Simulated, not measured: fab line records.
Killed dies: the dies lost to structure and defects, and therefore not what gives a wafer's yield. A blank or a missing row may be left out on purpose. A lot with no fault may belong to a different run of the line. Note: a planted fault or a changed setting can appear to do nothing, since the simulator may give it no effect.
fab line records	flow n5Finfet
record lots=10	wafers=30	lastDay=17
route steps=1938 shown BEOL_M3@1003 BEOL_M4@1111
lots with no fault: from the same line, run without faults
startH: hours from the record's first day to the start of the lot's first wafer shown	waitH: how many hours have passed since the lot's step before this one	" the same as in the row above	L1.1+2: one row covering several wafers at once	- no value, or no start was given	* or withheld: withheld	< > ~ a bound
route shown NAME@n: NAME is a module with steps in the file, n the number in the route of the first one	usual: mean/standard deviation of fault-free wafers	same: alike in all rows	chamber/n: place in a boat	sites: each site's reading	_std_site: standard deviation across them	_edge_site: outer sites' mean less inner sites'	radiusMm: for every site, how far away it sits from the centre of the wafer	mask NAME#n: copy n	behind: tool/chamber where the wafer was last shaped	hold: why the lot was held/for how many hours/how that ended	device: the n, p or np transistor that did not switch	end of line: tests run on the same wafers once the route is complete	step lacking rows: just its recipe	killed: the dies lost at the first sort to structure and to defects; this is not the yield of the wafer	map: shows each die of a wafer: x if killed, . if not, _ if none is there
set.NAME: the run value of the setting; set.NAME@STEP: its run value at that earlier step	model.NAME: the simulator's own value behind a step, which no gauge read
a sample of lots followed through the steps of the route, with each step as a table and each wafer as a row
services: from which hour (startH, from the record's first day; less than 0 if before it) a tool's chamber was out of use, for how many hours, and why
## steps
# step N5_BEOL_M3_ANNEAL_89
# recipe tempC=400	timeS=240	ambient=vacuum
# usual heaterPowerW=834/61
lot.wafer	tool	chamber	startH	waitH	heaterPowerW
L740.2	pvdSputter-03	-	174.37	0.0	776
L740.5	"	-	"	"	940
L740.6	"	-	"	"	761
L742.3	pvdSputter-02	-	174.50	0.0	810
L742.5	"	-	"	"	811
L742.6	"	-	"	"	901
L743.1	pvdSputter-03	-	176.21	0.0	727
L743.3	"	-	"	"	791
L743.6	"	-	"	"	946
L744.1	pvdSputter-01	-	182.77	0.0	776
L744.2	"	-	"	"	866
L744.6	"	-	"	"	751
L750.1	pvdSputter-02	-	217.19	0.0	938
L750.3	"	-	"	"	808
L750.5	"	-	"	"	813
L753.2	pvdSputter-01	-	245.55	0.0	781
L753.4	"	-	"	"	806
L753.5	"	-	"	"	788
L758.2	pvdSputter-02	-	259.47	0.0	915
L758.4	"	-	"	"	876
L758.5	"	-	"	"	821
L761.4	pvdSputter-01	-	279.33	0.0	784
L761.5	"	-	"	"	856
L761.6	"	-	"	"	796
L760.3	pvdSputter-02	-	281.92	0.0	834
L760.4	"	-	"	"	848
L760.6	"	-	"	"	810
L762.2	pvdSputter-03	-	290.24	0.0	938
L762.3	"	-	"	"	819
L762.5	"	-	"	"	768
# step N5_BEOL_M3_SPUTTER_94
# recipe material=Cu	targetThkA=45	tempC=-20	chamberPressurePa=0.07	powerW=withheld	timeS=8.29
# usual throttleValvePct=29.9/0.86
lot.wafer	tool	chamber	startH	waitH	throttleValvePct
L740.2	pvdSputter-03	-	174.95	0.1	30.6
L740.5	"	-	"	"	30.7
L740.6	"	-	"	"	30.5
L742.3	pvdSputter-02	-	175.08	0.1	29.5
L742.5	"	-	"	"	29.5
L742.6	"	-	"	"	30.6
L743.1	pvdSputter-03	-	176.79	0.1	31.1
L743.3	"	-	"	"	30.0
L743.6	"	-	"	"	31.2
L744.1	pvdSputter-01	-	183.35	0.1	30.1
L744.2	"	-	"	"	28.2
L744.6	"	-	"	"	29.4
L750.1	pvdSputter-02	-	217.77	0.1	30.6
L750.3	"	-	"	"	29.8
L750.5	"	-	"	"	29.4
L753.2	pvdSputter-01	-	246.13	0.1	29.7
L753.4	"	-	"	"	29.2
L753.5	"	-	"	"	29.5
L758.2	pvdSputter-02	-	260.05	0.1	30.8
L758.4	"	-	"	"	28.9
L758.5	"	-	"	"	29.5
L761.4	pvdSputter-01	-	279.91	0.1	29.7
L761.5	"	-	"	"	28.3
L761.6	"	-	"	"	30.5
L760.3	pvdSputter-02	-	282.50	0.1	29.2
L760.4	"	-	"	"	29.6
L760.6	"	-	"	"	29.7
L762.2	pvdSputter-03	-	290.82	0.1	31.1
L762.3	"	-	"	"	30.1
L762.5	"	-	"	"	30.8
# step N5_BEOL_M3_CO_CAP_55
# recipe material=Co	targetThkA=20	tempC=200	precursor=CCTBA/H2	pressureTorr=30	timeS=102.1
# usual heaterPowerW=236/17	runLengthS=125.2/0.43
lot.wafer	tool	chamber	startH	waitH	heaterPowerW	runLengthS
L740.2	cvdCo-02	0	176.04	0.0	242	125.1
L740.5	"	2	"	"	257	125.0
L740.6	"	1	"	"	211	126.1
L742.3	cvdCo-02	0	176.16	0.0	242	125.3
L742.5	"	1	"	"	219	125.4
L742.6	"	0	"	"	255	125.4
L743.1	cvdCo-02	1	177.88	0.0	215	180.9
L743.3	"	2	"	"	257	125.1
L743.6	"	1	"	"	210	126.3
L744.1	cvdCo-02	1	184.44	0.0	212	180.6
L744.2	"	0	"	"	247	125.2
L744.6	"	1	"	"	219	125.3
L750.1	cvdCo-01	0	218.85	0.0	232	125.1
L750.3	"	1	"	"	252	126.2
L750.5	"	0	"	"	227	124.5
L753.2	cvdCo-01	0	247.52	0.0	227	124.9
L753.4	"	1	"	"	241	125.4
L753.5	"	2	"	"	218	124.4
L758.2	cvdCo-01	1	261.15	0.0	246	125.2
L758.4	"	1	"	"	251	125.3
L758.5	"	2	"	"	221	125.3
L761.4	cvdCo-02	0	283.87	0.0	245	125.6
L761.5	"	2	"	"	258	125.2
L761.6	"	1	"	"	218	125.5
L760.3	cvdCo-01	1	284.95	0.0	246	125.2
L760.4	"	0	"	"	225	125.2
L760.6	"	2	"	"	222	125.0
L762.2	cvdCo-02	0	294.13	0.0	239	125.1
L762.3	"	1	"	"	217	125.5
L762.5	"	2	"	"	258	125.1
# step N5_BEOL_M3_RS_MEAS_58
# recipe thkMeasGauge=four-point-probe	reads=Co_of_BEOL_M3_CO_CAP_55+Cu_of_BEOL_M3_ECD_50+Co_of_BEOL_M3_CVD_47+TaN_of_BEOL_M3_ALD_84
# usual M3_RS=0.68/0.035
lot.wafer	tool	chamber	startH	waitH	M3_RS[ohm/sq]
L740.2	filmMetro-01	-	176.22	0.1	0.69
L740.5	"	-	"	"	0.69
L740.6	"	-	"	"	0.72
L742.3	filmMetro-01	-	176.35	0.1	0.71
L742.5	"	-	"	"	0.70
L742.6	"	-	"	"	0.73
L743.1	filmMetro-01	-	178.06	0.0	0.64
L743.3	"	-	"	"	0.72
L743.6	"	-	"	"	0.65
L744.1	filmMetro-02	-	184.62	0.0	0.67
L744.2	"	-	"	"	0.69
L744.6	"	-	"	"	0.68
L750.1	filmMetro-01	-	219.06	0.1	0.66
L750.3	"	-	"	"	0.64
L750.5	"	-	"	"	0.64
L753.2	filmMetro-02	-	247.70	0.1	0.70
L753.4	"	-	"	"	0.72
L753.5	"	-	"	"	0.69
L758.2	filmMetro-01	-	261.33	0.1	0.66
L758.4	"	-	"	"	0.71
L758.5	"	-	"	"	0.69
L761.4	filmMetro-02	-	284.02	0.0	0.69
L761.5	"	-	"	"	0.67
L761.6	"	-	"	"	0.63
L760.3	filmMetro-01	-	285.13	0.1	0.69
L760.4	"	-	"	"	0.64
L760.6	"	-	"	"	0.65
L762.2	filmMetro-01	-	294.31	0.1	0.69
L762.3	"	-	"	"	0.67
L762.5	"	-	"	"	0.61
# step N5_BEOL_M4_RC_MEAS_101
# usual DIBL_N=36.5/2	DIBL_P=36.5/2.3	IOFF_N=0.16/0.036	IOFF_P=0.21/0.037	ION_N=672/12	ION_P=459/7.1	SS_N=71.6/0.73	SS_P=73.4/0.76	VT_N=250/3.3	VT_P=-250.5/2.9
lot.wafer	tool	chamber	startH	waitH	DIBL_N[mV/V]	DIBL_P[mV/V]	IOFF_N[nA/um]	IOFF_P[nA/um]	ION_N[uA/um]	ION_P[uA/um]	SS_N[mV/dec]	SS_P[mV/dec]	VT_N[mV]	VT_P[mV]
L740.2	prober-02	0	182.99	0.2	31.8	34.0	0.12	0.17	671	462	71.2	72.4	252	-250.3
L740.5	"	0	"	"	33.0	34.7	0.13	0.17	659	450	70.6	72.4	254	-253.8
L740.6	"	0	"	"	34.4	37.4	0.16	0.20	675	461	70.9	73.5	250	-249.8
L742.3	prober-01	0	186.54	0.3	36.6	33.7	0.13	0.17	661	458	71.9	72.1	251	-253.6
L742.5	"	0	"	"	36.1	33.6	0.13	0.18	668	455	70.7	72.0	251	-250.0
L742.6	"	0	"	"	38.4	36.9	0.17	0.22	687	471	72.0	73.1	245	-247.1
L743.1	prober-02	0	189.55	0.0	36.7	36.7	0.18	0.21	680	458	71.9	73.9	246	-251.4
L743.3	"	0	"	"	34.8	35.0	0.14	0.19	679	463	71.4	73.4	251	-252.9
L743.6	"	0	"	"	35.7	36.1	0.16	0.20	670	464	71.3	73.5	249	-251.7
L744.1	prober-01	0	199.42	0.0	40.0	39.5	0.23	0.28	695	472	72.2	74.4	246	-246.4
L744.2	"	0	"	"	40.9	41.1	0.25	0.32	679	457	72.4	74.7	245	-248.5
L744.6	"	0	"	"	35.9	34.9	0.14	0.19	657	451	71.0	73.1	251	-251.8
L750.1	prober-01	0	229.86	0.0	34.3	35.4	0.13	0.20	664	462	71.3	72.5	253	-249.4
L750.3	"	0	"	"	33.8	33.2	0.11	0.16	630	439	72.2	72.7	259	-255.7
L750.5	"	0	"	"	31.9	32.0	0.10	0.16	658	459	71.1	72.3	255	-251.8
L753.2	prober-01	0	259.40	0.2	36.3	36.2	0.16	0.20	663	448	71.8	73.1	250	-252.3
L753.4	"	0	"	"	37.4	36.3	0.19	0.21	652	446	73.3	73.4	250	-249.7
L753.5	"	0	"	"	37.3	38.8	0.20	0.25	669	463	72.6	73.4	247	-246.2
L758.2	prober-02	0	274.28	0.2	35.3	33.9	0.13	0.20	667	463	70.7	72.7	253	-247.5
L758.4	"	0	"	"	35.1	33.6	0.13	0.19	671	464	70.4	72.4	252	-250.6
L758.5	"	0	"	"	36.7	35.6	0.15	0.23	679	470	71.5	73.3	249	-247.3
L761.4	prober-01	0	297.56	0.5	39.5	41.0	0.23	0.29	697	475	71.6	74.7	243	-246.4
L761.5	"	0	"	"	36.8	37.8	0.18	0.24	688	464	71.4	73.5	246	-246.8
L761.6	"	0	"	"	34.2	34.2	0.12	0.17	664	459	71.0	72.8	254	-250.7
L760.3	prober-02	0	298.06	0.3	36.7	36.8	0.15	0.20	670	454	71.4	73.5	253	-255.1
L760.4	"	0	"	"	38.1	38.8	0.17	0.22	671	458	71.5	73.9	248	-251.8
L760.6	"	0	"	"	38.2	38.9	0.17	0.23	678	458	72.2	73.0	249	-251.8
L762.2	prober-01	0	309.41	0.2	38.1	41.2	0.24	0.30	691	474	72.1	73.9	243	-243.0
L762.3	"	0	"	"	37.5	39.5	0.21	0.26	684	467	71.8	74.3	248	-246.6
L762.5	"	0	"	"	37.7	39.4	0.21	0.26	661	449	72.3	74.0	247	-245.4
## services
tool	chamber	startH	hours	kind
pvdSputter-01	-	156.15	13.6	repair
cvdCo-01	1	188.51	12.3	repair
cvdCo-02	-	190.66	2.2	repair
cvdCo-01	-	201.68	5.6	repair
cvdCo-02	0	260.36	15.9	repair
## key
firstSign step=N5_BEOL_M3_CO_CAP_55	reading=runLengthS	direction=up	sigmas=99+	usual=*	struck=*
effect none on later readings
metAt N5_BEOL_M3_CO_CAP_55
struckLots L743,L744
struckWafers L743.1,L744.1
notActingAt N5_BEOL_M3_ANNEAL_89,N5_BEOL_M3_SPUTTER_94,N5_BEOL_M3_RS_MEAS_58
onsetBetween 176.16 177.88
fault kind=processParameterDrift	tool=cvdCo-02	chamber=-	onsetH=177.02	steps=N5_BEOL_M3_CO_CAP_55	channel=timeS	offset=*	shape=step	endH=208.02	scope=struckWafersOnly	actsIn=*	stated=*
